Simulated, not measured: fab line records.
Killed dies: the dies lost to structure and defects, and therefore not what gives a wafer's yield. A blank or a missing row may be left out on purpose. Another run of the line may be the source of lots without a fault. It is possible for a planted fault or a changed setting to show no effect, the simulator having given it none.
fab line records    flow n5-finfet
record lots=10  wafers=29  last-day=18
route steps=1938 shown BEOL_M7@1298 PASSIVATION@1936
lots that met no fault: from a run of the same line without faults
start-h: hours from the record's opening day to when the first of the lot's shown wafers began    wait-h: hours since the lot's step before    " repeats the value in the row above    L1.1+2: a single row standing in for several wafers    - either no value or no given start    * or withheld: withheld    < > ~ a bound
route shown NAME@n: a module of which the file shows steps, and the number in the route of the first    usual: mean/standard deviation taken from wafers without a fault    same: alike in all rows    chamber/n: place in a boat    sites: each site's reading    _std_site: the values' standard deviation    _edge_site: the outer-site mean with the inner-site mean subtracted    radius-mm: how far each site lies from the wafer's centre    mask NAME#n: copy n    behind: the most recent tool/chamber to have shaped the wafer    hold: cause of the lot's hold/its duration in hours/its outcome    device: the transistor (n, p or np) that didn't switch    end of line: the same wafers' tests at the end of the route    for a step that has no rows: nothing shown but its recipe    killed: the dies lost at the first sort to structure and to defects; this is not the yield of the wafer    map: per-die view of a wafer (x killed, . not killed, _ where there is no die)
set.NAME: the setting as run; set.NAME@STEP: as run at that earlier step    model.NAME: the simulator's own value behind a step, which no gauge read
steps of the route over a sample of lots; a table a step, a row a wafer
services: when a tool's chamber went out of use (start-h, in hours from the record's first day, below 0 if earlier), for how many hours, and the reason
## steps
# step N5_BEOL_M7_INSPECT_30
# recipe mode=adi  inspect-instrument=brightfield
# usual raw-defect-count=423/100
lot.wafer  tool               chamber  start-h  wait-h  raw-defect-count
L254.2     defect-inspect-02  -        225.64   0.0     339
L254.3     "                  -        "        "       395
L254.5     "                  -        "        "       419
L256.1     defect-inspect-01  -        227.38   0.1     316
L256.3     "                  -        "        "       377
L256.6     "                  -        "        "       543
L255.1     defect-inspect-01  -        227.52   0.1     588
L255.3     "                  -        "        "       285
L255.5     "                  -        "        "       442
L257.3     defect-inspect-02  -        236.58   0.0     517
L257.4     "                  -        "        "       431
L257.5     "                  -        "        "       462
L259.2     defect-inspect-02  -        240.46   0.0     450
L259.4     "                  -        "        "       490
L259.6     "                  -        "        "       520
L264.5     defect-inspect-02  -        278.23   0.0     566
L264.6     "                  -        "        "       697
L267.3     defect-inspect-02  -        303.33   0.0     526
L267.4     "                  -        "        "       494
L267.5     "                  -        "        "       536
L272.1     defect-inspect-02  -        322.22   0.1     310
L272.3     "                  -        "        "       390
L272.4     "                  -        "        "       350
L274.2     defect-inspect-02  -        329.23   0.0     299
L274.3     "                  -        "        "       387
L274.4     "                  -        "        "       641
L275.2     defect-inspect-01  -        347.27   0.0     353
L275.4     "                  -        "        "       714
L275.5     "                  -        "        "       633
# step N5_BEOL_M7_STRIP_36
# recipe chemistry=N2/H2  power-w=450  temp-c=40  pressure-mtorr=20  rf-frequency-hz=6e+07  overash-fraction=0.3  bias-power-w=7  h2-frac=0.5  n2-flow-sccm=200  h2-flow-sccm=200
# usual drypump-motor-current-A=6.0/0.39  oes-product-au=0.78/0.077  rf-vpp-V=59.1/1.4  showerhead-plenum-p-Torr=2.51/0.1  throttle-valve-pct=23.72/0.26
lot.wafer  tool         chamber  start-h  wait-h  drypump-motor-current-A  oes-product-au  rf-hours-counter-h  rf-vpp-V  showerhead-plenum-p-Torr  throttle-valve-pct
L254.2     rie-diel-03  2        225.99   0.0     5.9                      0.68            231                 59.2      2.51                      24.01
L254.3     "            1        "        "       6.2                      0.76            142                 59.3      2.34                      23.60
L254.5     "            1        "        "       6.2                      0.75            -                   61.4      2.34                      23.67
L256.1     rie-diel-02  2        227.76   0.0     6.7                      0.69            232                 59.7      2.40                      23.71
L256.3     "            1        "        "       5.9                      0.78            113                 58.0      2.45                      23.78
L256.6     "            0        "        "       6.5                      0.67            -                   61.6      2.61                      23.71
L255.1     rie-diel-03  0        227.93   0.0     5.8                      0.81            82                  60.2      2.56                      24.09
L255.3     "            1        "        "       6.2                      0.77            143                 59.5      2.34                      23.62
L255.5     "            2        "        "       6.0                      0.69            -                   60.0      2.51                      23.99
L257.3     rie-diel-02  1        237.04   0.0     5.8                      0.78            116                 58.2      2.45                      23.74
L257.4     "            0        "        "       6.5                      0.67            248                 56.4      2.60                      23.72
L257.5     "            1        "        "       5.8                      0.79            -                   59.4      2.45                      23.72
L259.2     rie-diel-02  3        240.73   0.0     5.3                      0.81            91                  59.3      2.46                      23.68
L259.4     "            2        "        "       6.7                      0.70            235                 61.4      2.40                      23.72
L259.6     "            3        "        "       5.3                      0.81            -                   59.0      2.46                      23.64
L264.5     rie-diel-03  1        278.51   0.0     6.2                      0.75            -                   59.4      2.33                      23.67
L264.6     "            2        "        "       5.9                      0.68            -                   58.7      2.51                      24.03
L267.3     rie-diel-02  3        303.70   0.0     5.3                      0.79            116                 54.1      2.45                      23.71
L267.4     "            1        "        "       5.9                      0.76            -                   59.9      2.44                      23.78
L267.5     "            3        "        "       5.3                      0.78            -                   59.3      2.45                      23.69
L272.1     rie-diel-02  0        322.75   0.0     6.5                      0.91            14                  56.3      2.60                      23.42
L272.3     "            3        "        "       5.3                      0.79            122                 59.6      2.45                      23.69
L272.4     "            1        "        "       5.9                      0.75            147                 61.2      2.44                      23.76
L274.2     rie-diel-01  0        329.85   0.0     5.9                      0.73            183                 57.5      2.53                      23.76
L274.3     "            2        "        "       5.5                      0.88            38                  60.2      2.58                      24.12
L274.4     "            1        "        "       6.3                      0.81            84                  59.1      2.46                      23.71
L275.2     rie-diel-03  2        347.62   0.0     5.9                      0.96            10                  57.7      2.50                      23.74
L275.4     "            0        "        "       5.9                      0.78            119                 58.9      2.55                      24.16
L275.5     "            3        "        "       5.6                      0.78            -                   59.7      2.67                      23.21
# step N5_BEOL_M7_TRENCH_ETCH_37
# recipe chemistry=C4F6/O2  target-depth-a=934.78  target=SiCOH_lowk  time-s=31.2  ion-energy-ev=250  pressure-mtorr=30  source-w=345  bias-w=185  Ar_flow_sccm=300  C4F6_flow_sccm=10  O2_flow_sccm=10
# usual drypump-motor-current-A=6.0/0.39  oes-product-au=0.79/0.078  rf-vpp-V=667/7.5  run-length-s=54.6/0.5  showerhead-plenum-p-Torr=2.81/0.11  throttle-valve-pct=20.97/0.21
lot.wafer  tool         chamber  start-h  wait-h  drypump-motor-current-A  oes-product-au  rf-hours-counter-h  rf-vpp-V  run-length-s  showerhead-plenum-p-Torr  throttle-valve-pct
L254.2     rie-diel-03  2        226.03   -       5.9                      0.69            231                 674       53.6          2.82                      21.34
L254.3     "            1        "        "       6.2                      0.76            142                 661       54.2          2.62                      20.83
L254.5     "            1        "        "       6.2                      0.76            -                   661       54.7          2.62                      20.85
L256.1     rie-diel-02  2        227.80   -       6.7                      0.69            232                 667       54.3          2.70                      21.11
L256.3     "            1        "        "       5.9                      0.80            113                 660       54.2          2.76                      20.93
L256.6     "            0        "        "       6.4                      0.67            -                   673       54.4          2.92                      20.99
L255.1     rie-diel-03  0        227.97   -       5.9                      0.80            82                  670       55.5          2.87                      21.10
L255.3     "            1        "        "       6.2                      0.75            143                 663       54.2          2.62                      20.84
L255.5     "            2        "        "       5.9                      0.69            -                   674       53.7          2.82                      21.32
L257.3     rie-diel-02  1        237.08   -       5.9                      0.79            116                 658       54.2          2.76                      20.93
L257.4     "            0        "        "       6.5                      0.67            248                 675       54.8          2.92                      21.01
L257.5     "            1        "        "       5.8                      0.79            -                   659       54.1          2.76                      20.92
L259.2     rie-diel-02  3        240.77   -       5.3                      0.81            91                  665       55.3          2.76                      21.05
L259.4     "            2        "        "       6.7                      0.69            235                 671       54.5          2.70                      21.10
L259.6     "            3        "        "       5.3                      0.81            -                   664       55.4          2.76                      21.07
L264.5     rie-diel-03  1        278.54   -       6.2                      0.75            -                   662       56.5          2.62                      20.88
L264.6     "            2        "        "       5.9                      0.68            -                   673       54.0          2.82                      21.33
L267.3     rie-diel-02  3        303.74   -       5.3                      0.78            116                 663       55.4          2.75                      21.09
L267.4     "            1        "        "       5.9                      0.77            -                   660       54.2          2.75                      20.98
L267.5     "            3        "        "       5.3                      0.79            -                   664       55.7          2.75                      21.09
L272.1     rie-diel-02  0        322.79   -       6.4                      0.91            14                  673       54.4          2.91                      20.68
L272.3     "            3        "        "       5.3                      0.77            122                 664       55.4          2.74                      21.09
L272.4     "            1        "        "       5.9                      0.75            147                 658       54.1          2.74                      20.97
L274.2     rie-diel-01  0        329.89   -       5.9                      0.72            183                 655       53.7          2.83                      21.04
L274.3     "            2        "        "       5.5                      0.87            38                  673       55.1          2.88                      21.06
L274.4     "            1        "        "       6.4                      0.81            84                  661       54.7          2.76                      21.12
L275.2     rie-diel-03  2        347.66   -       5.9                      0.95            10                  674       53.9          2.81                      21.00
L275.4     "            0        "        "       5.9                      0.77            119                 670       54.6          2.85                      21.13
L275.5     "            3        "        "       5.6                      0.78            -                   679       55.0          2.99                      20.50
# step N5_BEOL_M7_OCD_MEAS_38
# usual trench-depth-nm=93.2/1.2
lot.wafer  tool    chamber  start-h  wait-h  trench-depth-nm
L254.2     ocd-02  -        226.19   -       92.6
L254.3     "       -        "        "       92.4
L254.5     "       -        "        "       91.1
L256.1     ocd-01  -        227.96   -       93.3
L256.3     "       -        "        "       95.2
L256.6     "       -        "        "       91.4
L255.1     ocd-02  -        228.12   -       92.6
L255.3     "       -        "        "       91.1
L255.5     "       -        "        "       92.2
L257.3     ocd-01  -        237.24   -       94.7
L257.4     "       -        "        "       90.7
L257.5     "       -        "        "       94.2
L259.2     ocd-02  -        240.93   -       94.4
L259.4     "       -        "        "       92.1
L259.6     "       -        "        "       93.2
L264.5     ocd-02  -        278.69   -       99.1
L264.6     "       -        "        "       92.6
L267.3     ocd-02  -        303.90   -       93.1
L267.4     "       -        "        "       94.3
L267.5     "       -        "        "       94.7
L272.1     ocd-02  -        322.95   -       93.4
L272.3     "       -        "        "       93.8
L272.4     "       -        "        "       93.6
L274.2     ocd-01  -        330.05   -       91.5
L274.3     "       -        "        "       92.6
L274.4     "       -        "        "       93.2
L275.2     ocd-02  -        347.82   -       94.6
L275.4     "       -        "        "       92.6
L275.5     "       -        "        "       94.5
# step N5_BEOL_M7_PRE_CLEAN_45
# recipe gas=H2/He  time-s=30  temp-c=250
# usual heater-power-w=345/21
lot.wafer  tool            chamber  start-h  wait-h  heater-power-w
L254.2     pvd-sputter-02  -        227.03   0.0     350
L254.3     "               -        "        "       354
L254.5     "               -        "        "       379
L256.1     pvd-sputter-02  -        228.51   0.0     361
L256.3     "               -        "        "       314
L256.6     "               -        "        "       355
L255.1     pvd-sputter-01  -        230.40   0.0     344
L255.3     "               -        "        "       352
L255.5     "               -        "        "       335
L257.3     pvd-sputter-01  -        237.94   0.0     317
L257.4     "               -        "        "       341
L257.5     "               -        "        "       345
L259.2     pvd-sputter-03  -        242.21   0.0     375
L259.4     "               -        "        "       377
L259.6     "               -        "        "       339
L264.5     pvd-sputter-01  -        279.30   0.0     340
L264.6     "               -        "        "       326
L267.3     pvd-sputter-03  -        304.49   0.0     348
L267.4     "               -        "        "       318
L267.5     "               -        "        "       377
L272.1     pvd-sputter-03  -        323.50   0.0     385
L272.3     "               -        "        "       343
L272.4     "               -        "        "       317
L274.2     pvd-sputter-03  -        330.63   0.0     358
L274.3     "               -        "        "       328
L274.4     "               -        "        "       361
L275.2     pvd-sputter-03  -        348.76   0.0     349
L275.4     "               -        "        "       374
L275.5     "               -        "        "       382
# step N5_PASSIVATION_PROBE_49
# usual defect-limited-yield=91.3/1.4  killed_at_M0_to_M3=33/10  killed_at_M4_up=15/6.1  killed-at-contacts=12/6.7  killed-at-front-end=39/11  killed-at-other=4/3.3  killed-dies=103/16  killed-open=68/12  killed-short=34/7.2  sort_bin_5_function=5.1/0.88  sort_bin_6_memory=3.3/0.67  sort-n-pass=1077/16  sort-yield-pct=91.3/1.4
# same gross-dies=1180  killed-at-back-side=0  sort_bin_4_leakage[%]=0  sort_bin_8_speed[%]=0
lot.wafer  tool       chamber  start-h  wait-h  defect-limited-yield[%]  killed_at_M0_to_M3  killed_at_M4_up  killed-at-contacts  killed-at-front-end  killed-at-other  killed-dies  killed-open  killed-short  sort_bin_5_function[%]  sort_bin_6_memory[%]  sort-n-pass  sort-yield-pct[%]
L254.2     prober-02  -        309.95   0.1     92.5                     32                  15               13                  26                   2                88           60           23            4.5                     2.7                   1092         92.5
L254.3     prober-02  -        310.00   0.1     93.1                     28                  8                13                  29                   3                81           54           26            4.2                     2.6                   1099         93.1
L254.5     prober-02  -        310.10   0.2     89.8                     53                  11               11                  40                   5                120          77           41            5.8                     3.9                   1060         89.8
L264.5     prober-02  -        347.79   0.2     90.5                     33                  8                37                  27                   7                112          79           33            6.0                     3.4                   1068         90.5
L267.3     prober-01  -        389.19   0.1     90.2                     47                  25               4                   38                   2                116          74           38            5.3                     4.0                   1064         90.2
L267.4     prober-01  -        389.24   0.2     91.9                     39                  20               4                   31                   1                95           61           34            4.8                     3.0                   1085         91.9
L267.5     prober-01  -        389.29   0.2     91.2                     38                  26               6                   28                   6                104          67           37            4.9                     3.5                   1076         91.2
L272.1     prober-01  -        396.77   0.0     89.6                     42                  14               17                  49                   1                123          75           47            5.9                     4.2                   1057         89.6
L272.3     prober-01  -        396.87   0.1     91.0                     49                  11               12                  30                   4                106          72           33            5.8                     3.0                   1074         91.0
L272.4     prober-01  -        396.92   0.2     89.2                     34                  21               11                  58                   4                128          80           44            7.0                     3.5                   1052         89.2
L274.2     prober-01  -        405.04   0.1     91.7                     22                  19               15                  29                   13               98           66           32            4.7                     3.2                   1082         91.7
L274.3     prober-01  -        405.09   0.1     87.7                     59                  25               19                  28                   14               145          99           46            7.8                     4.1                   1035         87.7
L274.4     prober-01  -        405.14   0.2     90.7                     39                  19               14                  25                   13               110          74           36            5.4                     3.5                   1070         90.7
L275.2     prober-02  -        428.21   0.1     92.7                     16                  28               10                  31                   1                86           55           30            5.1                     2.1                   1094         92.7
L275.4     prober-02  -        428.31   0.2     91.0                     20                  15               11                  53                   7                106          73           33            5.6                     3.1                   1074         91.0
L275.5     prober-02  -        428.36   0.2     93.1                     20                  28               7                   23                   3                81           48           30            4.2                     2.4                   1099         93.1
# killed by level:class
L254.2 MOL_CONTACT_COAG:geometric-particle:open=9 BEOL_M3:geometric-particle:open=8 DUMMY_GATE:geometric-particle:open=7 BEOL_M1:geometric-particle:open=7 FIN_SAQP:geometric-particle:short=5 BEOL_M0:geometric-particle:open=5 FIN_SAQP:geometric-particle:open=4 MOL_CONTACT_COAG:geometric-particle:short=4
L254.3 BEOL_M2:geometric-particle:open=10 MOL_CONTACT_COAG:geometric-particle:open=7 BEOL_M0:geometric-particle:open=7 MOL_CONTACT_COAG:geometric-particle:short=6 STARTING-WAFER:geometric-particle:open=6 FIN_SAQP:geometric-particle:short=4 STI_FIN_REVEAL:geometric-particle:open=4 BEOL_M3:geometric-particle:open=4
L254.5 BEOL_M0_SAQP:geometric-particle:open=19 BEOL_M0_SAQP:geometric-particle:short=11 STI_FIN_REVEAL:geometric-particle:open=10 MOL_CONTACT_COAG:geometric-particle:open=8 FIN_SAQP:geometric-particle:short=7 BEOL_M1:geometric-particle:open=7 BEOL_M3:geometric-particle:open=7 STI_FIN_REVEAL:geometric-particle:short=5
L264.5 MOL_CONTACT_COAG:geometric-particle:open=25 MOL_CONTACT_COAG:geometric-particle:short=12 BEOL_M3:geometric-particle:open=10 STI_FIN_REVEAL:geometric-particle:open=6 FIN_SAQP:geometric-particle:open=5 BEOL_M2:geometric-particle:open=5 BEOL_M0_SAQP:geometric-particle:short=5 BEOL_M0:geometric-particle:open=5
L267.3 BEOL_M0_SAQP:geometric-particle:short=13 STI_FIN_REVEAL:geometric-particle:open=11 BEOL_M4:geometric-particle:open=11 BEOL_M0_SAQP:geometric-particle:open=7 BEOL_M3:geometric-particle:open=7 FIN_SAQP:geometric-particle:open=6 FIN_SAQP:geometric-particle:short=5 BEOL_M0:geometric-particle:open=5
L267.4 BEOL_M4:geometric-particle:open=11 BEOL_M0_SAQP:geometric-particle:open=9 FIN_SAQP:geometric-particle:short=7 STI_FIN_REVEAL:geometric-particle:open=7 BEOL_M3:geometric-particle:open=7 DUMMY_GATE:geometric-particle:open=6 BEOL_M0_SAQP:geometric-particle:short=5 BEOL_M0:geometric-particle:open=5
L267.5 BEOL_M4:geometric-particle:open=15 BEOL_M0_SAQP:geometric-particle:short=8 FIN_SAQP:geometric-particle:open=7 BEOL_M0_SAQP:geometric-particle:open=6 BEOL_M4:geometric-particle:short=6 MOL_CONTACT_COAG:geometric-particle:open=5 BEOL_M2:geometric-particle:open=5 BEOL_M3:geometric-particle:open=5
L272.1 FIN_SAQP:geometric-particle:short=18 MOL_CONTACT_COAG:geometric-particle:open=14 FIN_SAQP:geometric-particle:open=13 BEOL_M3:geometric-particle:open=10 BEOL_M0_SAQP:geometric-particle:short=9 BEOL_M0_SAQP:geometric-particle:open=8 STI_FIN_REVEAL:geometric-particle:open=7 BEOL_M4:geometric-particle:open=6
L272.3 BEOL_M3:geometric-particle:open=15 MOL_CONTACT_COAG:geometric-particle:open=10 BEOL_M1:geometric-particle:open=8 BEOL_M0_SAQP:geometric-particle:open=7 FIN_SAQP:geometric-particle:open=6 STI_FIN_REVEAL:geometric-particle:open=6 FIN_SAQP:geometric-particle:short=5 BEOL_M0_SAQP:geometric-particle:short=5
L272.4 STI_FIN_REVEAL:geometric-particle:open=16 FIN_SAQP:geometric-particle:short=14 FIN_SAQP:geometric-particle:open=11 BEOL_M4:geometric-particle:open=11 BEOL_M3:geometric-particle:open=10 MOL_CONTACT_COAG:geometric-particle:open=8 BEOL_M0_SAQP:geometric-particle:short=7 BEOL_M1:geometric-particle:open=5
L274.2 BEOL_M4:geometric-particle:open=13 MOL_CONTACT_COAG:geometric-particle:open=12 STI_FIN_REVEAL:geometric-particle:open=8 FIN_SAQP:geometric-particle:short=7 BEOL_M0_SAQP:geometric-particle:open=5 DUMMY_GATE:geometric-particle:open=4 BEOL_M2:geometric-particle:open=4 BEOL_M3:geometric-particle:open=4
L274.3 BEOL_M0_SAQP:geometric-particle:short=17 BEOL_M0_SAQP:geometric-particle:open=16 MOL_CONTACT_COAG:geometric-particle:open=15 BEOL_M4:geometric-particle:open=15 BEOL_M2:geometric-particle:open=13 BEOL_M3:geometric-particle:open=7 STI_FIN_REVEAL:geometric-particle:open=6 PAD_METAL:geometric-particle:short=6
L274.4 BEOL_M0_SAQP:geometric-particle:open=14 BEOL_M0_SAQP:geometric-particle:short=12 MOL_CONTACT_COAG:geometric-particle:open=10 FIN_SAQP:geometric-particle:open=9 BEOL_M4:geometric-particle:open=9 PASS1_CAP:geometric-particle:open=6 BEOL_M1:geometric-particle:open=5 STI_FIN_REVEAL:geometric-particle:open=4
L275.2 BEOL_M4:geometric-particle:open=15 MOL_CONTACT_COAG:geometric-particle:open=8 BEOL_M3:geometric-particle:open=5 BEOL_M4:geometric-particle:short=5 STI_FIN_REVEAL:geometric-particle:open=4 ILD0:geometric-particle:short=4 GATE_CUT:geometric-particle:short=4 FIN_SAQP:geometric-particle:open=3
L275.4 BEOL_M1:geometric-particle:open=13 FIN_SAQP:geometric-particle:short=12 FIN_SAQP:geometric-particle:open=9 MOL_CONTACT_COAG:geometric-particle:open=9 STI_FIN_REVEAL:geometric-particle:open=9 BEOL_M4:geometric-particle:open=8 GATE_CUT:geometric-particle:open=5 STARTING-WAFER:geometric-particle:open=5
L275.5 BEOL_M4:geometric-particle:open=11 MOL_CONTACT_COAG:geometric-particle:open=6 BEOL_M0_SAQP:geometric-particle:short=6 BEOL_M1:geometric-particle:short=4 BEOL_M10:geometric-particle:open=4 BEOL_M1:geometric-particle:open=3 BEOL_M7:geometric-particle:open=3 FIN_SAQP:geometric-particle:short=2
## services
tool            chamber  start-h  hours  kind
rie-diel-01     3        229.61   8.4    repair
rie-diel-03     2        257.83   5.3    repair
rie-diel-02     0        263.58   -      clean
rie-diel-02     0        263.58   -      consumable-replace:focus-ring
rie-diel-02     0        263.58   23.1   scheduled-down
rie-diel-02     0        263.58   23.1   vent-cycle
pvd-sputter-02  -        281.56   1.6    repair
rie-diel-02     2        290.18   -      clean
rie-diel-02     2        290.18   -      consumable-replace:focus-ring
rie-diel-02     2        290.18   -      consumable-replace:showerhead
rie-diel-02     2        290.18   17.8   scheduled-down
rie-diel-02     2        290.18   17.8   vent-cycle
rie-diel-03     2        297.32   -      clean
rie-diel-03     2        297.32   -      consumable-replace:focus-ring
rie-diel-03     2        297.32   15.2   scheduled-down
rie-diel-03     2        297.32   15.2   vent-cycle
rie-diel-03     3        305.87   4.8    repair
rie-diel-02     -        325.54   2.8    pm
rie-diel-02     1        340.70   5.4    repair
## key
first-sign step=N5_BEOL_M7_TRENCH_ETCH_37  reading=run-length-s  direction=up  sigmas=3.8  usual=*  struck=*
effect step=N5_BEOL_M7_OCD_MEAS_38  reading=trench-depth-nm  direction=up  sigmas=4.9  usual=93.2  struck=99.1
met-at N5_BEOL_M7_TRENCH_ETCH_37
struck-lots L264
struck-wafers L264.5
not-acting-at N5_BEOL_M7_INSPECT_30,N5_BEOL_M7_STRIP_36,N5_BEOL_M7_PRE_CLEAN_45
onset-between 227.97 278.54
fault kind=process-parameter-drift  tool=rie-diel-03  chamber=-  onset-h=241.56  steps=N5_BEOL_M7_TRENCH_ETCH_37  channel=time-s  offset=*  shape=step  end-h=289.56  scope=struck-wafers-only  acts-in=*  stated=*
